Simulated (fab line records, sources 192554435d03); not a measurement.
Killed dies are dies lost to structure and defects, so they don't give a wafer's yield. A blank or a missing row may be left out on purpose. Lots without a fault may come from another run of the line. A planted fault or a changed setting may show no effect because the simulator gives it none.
Which tool did it? | flow n5_finfet | 10 lots, 28 wafers sampled, at 5 steps of a route of 1938

WHAT THE GAUGES READ, wafer by wafer
N5_DUMMY_GATE_CD_MEAS_15: target cd 25.8 nm. Usual: cd_nm 24.97 nm, standard deviation 0.23.
lot  | measured    | on        | cd_nm (nm)        | flag
L974 | day 3 03:30 | cd_sem-03 | 25.13 24.92 25.30 |
L979 | day 4 11:45 | cd_sem-03 | 25.12 25.38 25.44 |
L981 | day 4 21:00 | cd_sem-02 | 25.19 25.24 25.06 |
L982 | day 5 04:11 | cd_sem-01 | 25.37 25.01       |
L983 | day 5 12:44 | cd_sem-02 | 25.17 24.57 25.03 |
L985 | day 5 21:38 | cd_sem-03 | 24.95 25.07       |
L992 | day 7 16:15 | cd_sem-02 | 24.92 25.09 25.21 |
L994 | day 8 04:51 | cd_sem-02 | 25.12 24.98 25.10 |
L995 | day 8 14:26 | cd_sem-03 | 25.23 25.07 24.75 |
L996 | day 8 16:04 | cd_sem-02 | 24.99 25.02 24.81 |

N5_BEOL_M4_RC_MEAS_101. Usual: DIBL_N 36.4 mV/V, standard deviation 1.5; DIBL_P 36.4 mV/V, standard deviation 1.6; IOFF_N 0.164 nA/um, standard deviation 0.025; IOFF_P 0.214 nA/um, standard deviation 0.028; ION_N 675 uA/um, standard deviation 9.9; ION_P 463 uA/um, standard deviation 6.5; SS_N 71.5 mV/dec, standard deviation 0.5; SS_P 73.3 mV/dec, standard deviation 0.56; VT_N 249.2 mV, standard deviation 2.7; VT_P -250.1 mV, standard deviation 2.8.
lot  | measured     | on        | DIBL_N (mV/V)  | DIBL_P (mV/V)  | IOFF_N (nA/um)    | IOFF_P (nA/um)    | ION_N (uA/um) | ION_P (uA/um) | SS_N (mV/dec)  | SS_P (mV/dec)  | VT_N (mV)         | VT_P (mV)            | flag
L974 | day 8 09:56  | prober-01 | 37.4 38.5 36.1 | 35.4 37.0 33.7 | 0.145 0.171 0.129 | 0.213 0.250 0.190 | 671 678 659   | 465 470 459   | 70.9 71.7 71.3 | 73.9 74.0 73.2 | 251.9 249.3 254.3 | -249.3 -245.5 -250.1 |
L979 | day 9 12:56  | prober-01 | 37.0 37.1 35.8 | 38.9 39.1 37.2 | 0.179 0.171 0.159 | 0.242 0.249 0.212 | 677 676 677   | 462 464 466   | 72.6 72.4 71.5 | 72.9 73.9 73.1 | 247.9 250.5 251.4 | -251.3 -248.7 -248.6 |
L981 | day 9 21:47  | prober-01 | 35.3 35.9 35.8 | 38.5 37.9 37.8 | 0.150 0.158 0.153 | 0.253 0.246 0.246 | 665 671 669   | 468 469 462   | 71.6 71.8 71.8 | 73.5 74.0 73.8 | 251.1 251.9 252.0 | -244.9 -246.6 -245.0 |
L982 | day 10 00:44 | prober-01 | 38.4 38.7      | 36.1 36.1      | 0.176 0.184       | 0.225 0.239       | 675 681       | 459 470       | 72.3 72.0      | 73.1 73.4      | 249.2 246.6       | -249.1 -247.6        |
L983 | day 10 03:02 | prober-01 | 36.9 36.8 37.7 | 36.0 35.6 36.6 | 0.170 0.178 0.188 | 0.240 0.235 0.247 | 669 674 682   | 464 465 457   | 71.0 71.5 72.0 | 73.9 73.2 73.3 | 247.0 247.5 246.1 | -249.0 -249.1 -250.1 |
L985 | day 11 01:11 | prober-01 | 35.6 36.9      | 35.6 37.6      | 0.140 0.170       | 0.179 0.213       | 669 669       | 456 453       | 71.0 71.3      | 72.6 73.4      | 254.5 246.9       | -254.7 -252.7        |
L992 | day 12 10:05 | prober-02 | 35.5 33.9 33.8 | 36.2 34.6 34.8 | 0.152 0.122 0.130 | 0.214 0.175 0.185 | 684 674 661   | 466 464 457   | 71.0 70.9 71.7 | 73.3 73.0 72.7 | 251.5 252.6 251.3 | -250.4 -253.9 -253.2 |
L994 | day 13 03:38 | prober-02 | 35.1 34.7 35.5 | 34.9 34.4 35.5 | 0.159 0.146 0.157 | 0.175 0.169 0.187 | 681 674 667   | 458 457 455   | 71.7 71.1 71.8 | 73.1 73.1 72.9 | 250.2 249.3 249.2 | -254.8 -252.5 -254.0 |
L995 | day 13 16:01 | prober-02 | 35.5 36.0 36.3 | 35.8 36.8 36.5 | 0.140 0.158 0.155 | 0.200 0.221 0.216 | 660 670 665   | 457 465 464   | 71.3 72.0 71.7 | 72.4 73.2 72.3 | 250.5 249.4 251.5 | -249.5 -250.0 -250.7 |
L996 | day 13 15:23 | prober-02 | 37.4 36.6 37.8 | 37.1 36.1 36.8 | 0.184 0.164 0.174 | 0.225 0.212 0.218 | 675 674 678   | 464 457 459   | 71.4 71.6 71.2 | 73.8 73.7 74.1 | 246.9 251.0 249.6 | -250.5 -251.4 -249.9 |

WHICH TOOL RAN EACH LOT (tool, then ch and the chambers of the sampled wafers, then the start)
lot  | N5_DUMMY_GATE_ETCH_23           | N5_DUMMY_GATE_ETCH_44           | N5_SPACER0_ALD_00
L974 | rie_si-02 ch 1,2,3, day 3 04:28 | rie_si-02 ch 1,2,3, day 3 04:31 | ald_sin-03 ch 0,1,3, day 3 05:39
L979 | rie_si-05 ch 1,2,3, day 4 13:13 | rie_si-05 ch 1,2,3, day 4 13:17 | ald_sin-04 ch 0,2,3, day 4 13:52
L981 | rie_si-05 ch 0,2,3, day 4 22:02 | rie_si-05 ch 0,2,3, day 4 22:05 | ald_sin-04 ch 1,3, day 4 22:43
L982 | rie_si-05 ch 0,1, day 5 05:30   | rie_si-05 ch 0,1, day 5 05:33   | ald_sin-02 ch 0,2, day 5 06:11
L983 | rie_si-05 ch 0,2, day 5 13:38   | rie_si-05 ch 0,2, day 5 13:41   | ald_sin-03 ch 0,2, day 5 14:16
L985 | rie_si-05 ch 0,2, day 5 22:43   | rie_si-05 ch 0,2, day 5 22:46   | ald_sin-02 ch 1,2, day 5 23:21
L992 | rie_si-06 ch 2,3, day 7 17:14   | rie_si-06 ch 2,3, day 7 17:17   | ald_sin-03 ch 0,1, day 7 17:52
L994 | rie_si-06 ch 1,2, day 8 06:32   | rie_si-06 ch 1,2, day 8 06:35   | ald_sin-03 ch 0,1, day 8 07:11
L995 | rie_si-05 ch 0,1,2, day 8 15:18 | rie_si-05 ch 0,1,2, day 8 15:22 | ald_sin-04 ch 0,1, day 8 16:56
L996 | rie_si-02 ch 1,2, day 8 17:05   | rie_si-02 ch 1,2, day 8 17:09   | ald_sin-04 ch 1,2,3, day 8 19:56
- N5_DUMMY_GATE_ETCH_23: etches poly-Si in HBr/Cl2/O2, target depth 41 nm, time 22.3 s.
- N5_DUMMY_GATE_ETCH_44: etches poly-Si in HBr/O2, stops on SiO2, target depth 127.5 nm.
- N5_SPACER0_ALD_00: deposits SiOCN, target thk 3.5 nm, pulse time 3 s, purge time 2 s.

WHAT THE TOOLS THEMSELVES READ (means of the sampled wafers that have a number; where no wafer has one, the mark that the record gives instead)
N5_DUMMY_GATE_ETCH_23. Usual: drypump_motor_current_A 5.5 A, standard deviation 0.44; mfc_cl2_sccm 80.01 sccm, standard deviation 0.24; oes_product_au 1.004 a.u., standard deviation 0.019; throttle_valve_pct 37.14 %, standard deviation 0.19.
lot  | tool      | drypump_motor_current_A (A) | mfc_cl2_sccm (sccm) | oes_product_au (a.u.) | throttle_valve_pct (%) | flag
L974 | rie_si-02 | 5.7                         | 79.90               | 1.003                 | 36.97                  |
L979 | rie_si-05 | 5.5                         | 79.98               | 1.021                 | 37.16                  |
L981 | rie_si-05 | 5.5                         | 80.04               | 1.023                 | 37.23                  |
L982 | rie_si-05 | 5.1                         | 80.34               | 1.166                 | 37.23                  | OFF
L983 | rie_si-05 | 5.4                         | 80.23               | 1.229                 | 37.37                  | OFF
L985 | rie_si-05 | 5.5                         | 80.00               | 1.335                 | 37.39                  | OFF
L992 | rie_si-06 | 5.7                         | 79.89               | 1.012                 | 37.08                  |
L994 | rie_si-06 | 5.4                         | 80.02               | 0.976                 | 37.25                  |
L995 | rie_si-05 | 5.4                         | 79.85               | 1.019                 | 37.30                  |
L996 | rie_si-02 | 6.2                         | 80.14               | 1.010                 | 37.00                  |

N5_DUMMY_GATE_ETCH_44. Usual: drypump_motor_current_A 5.5 A, standard deviation 0.44; oes_product_au 0.728 a.u., standard deviation 0.013; throttle_valve_pct 18.44 %, standard deviation 0.17.
lot  | tool      | drypump_motor_current_A (A) | oes_product_au (a.u.) | throttle_valve_pct (%) | flag
L974 | rie_si-02 | 5.7                         | 0.730                 | 18.33                  |
L979 | rie_si-05 | 5.5                         | 0.730                 | 18.50                  |
L981 | rie_si-05 | 5.5                         | 0.736                 | 18.57                  |
L982 | rie_si-05 | 5.0                         | 0.733                 | 18.55                  |
L983 | rie_si-05 | 5.4                         | 0.731                 | 18.66                  |
L985 | rie_si-05 | 5.5                         | 0.740                 | 18.67                  |
L992 | rie_si-06 | 5.7                         | 0.726                 | 18.39                  |
L994 | rie_si-06 | 5.4                         | 0.704                 | 18.47                  |
L995 | rie_si-05 | 5.4                         | 0.742                 | 18.61                  |
L996 | rie_si-02 | 6.2                         | 0.732                 | 18.35                  |

N5_SPACER0_ALD_00. Usual: chamber_pressure_Torr 2.001 Torr, standard deviation 0.0043; heater_power_outer_w 516 W, standard deviation 66; heater_power_w 832 W, standard deviation 99; precursor_pulse_height_rel 1.001, standard deviation 0.021.
lot  | tool       | chamber_pressure_Torr (Torr) | heater_power_outer_w (W) | heater_power_w (W) | precursor_pulse_height_rel | flag
L974 | ald_sin-03 | 2.001                        | 504                      | 819                | 1.001                      |
L979 | ald_sin-04 | 2.000                        | 509                      | 851                | 1.003                      |
L981 | ald_sin-04 | 2.003                        | 506                      | 772                | 0.997                      |
L982 | ald_sin-02 | 2.002                        | 559                      | 872                | 0.999                      |
L983 | ald_sin-03 | 1.999                        | 496                      | 808                | 1.015                      |
L985 | ald_sin-02 | 2.001                        | 466                      | 742                | 1.007                      |
L992 | ald_sin-03 | 1.999                        | 495                      | 835                | 0.986                      |
L994 | ald_sin-03 | 1.996                        | 494                      | 834                | 0.984                      |
L995 | ald_sin-04 | 2.001                        | 567                      | 869                | 1.006                      |
L996 | ald_sin-04 | 2.003                        | 493                      | 785                | 0.990                      |

THE ANSWER, worked out from the rows above alone
Rule: a lot is off if the mean of its wafers that have a number lies more than 3 standard deviations from the usual mean. A lot without any number at a reading at which 4 lots or more have one is off too. The other lots that the step has rows for count as sound. The gauges are gone through in route order, then the tools' own readings, and for those a lot's mean is taken as printed above. The first step at which some lot is off is used, and at that step the reading that is off furthest; a lot without a number counts as furthest.
Off: L982, L983, L985, at N5_DUMMY_GATE_ETCH_23 (oes_product_au).
A tool fits if, at that step or a process step before it, it ran every lot that is off, and no sound lot after the first of them. None of those tried fits.

WHAT THE SIMULATOR HAD PUT IN
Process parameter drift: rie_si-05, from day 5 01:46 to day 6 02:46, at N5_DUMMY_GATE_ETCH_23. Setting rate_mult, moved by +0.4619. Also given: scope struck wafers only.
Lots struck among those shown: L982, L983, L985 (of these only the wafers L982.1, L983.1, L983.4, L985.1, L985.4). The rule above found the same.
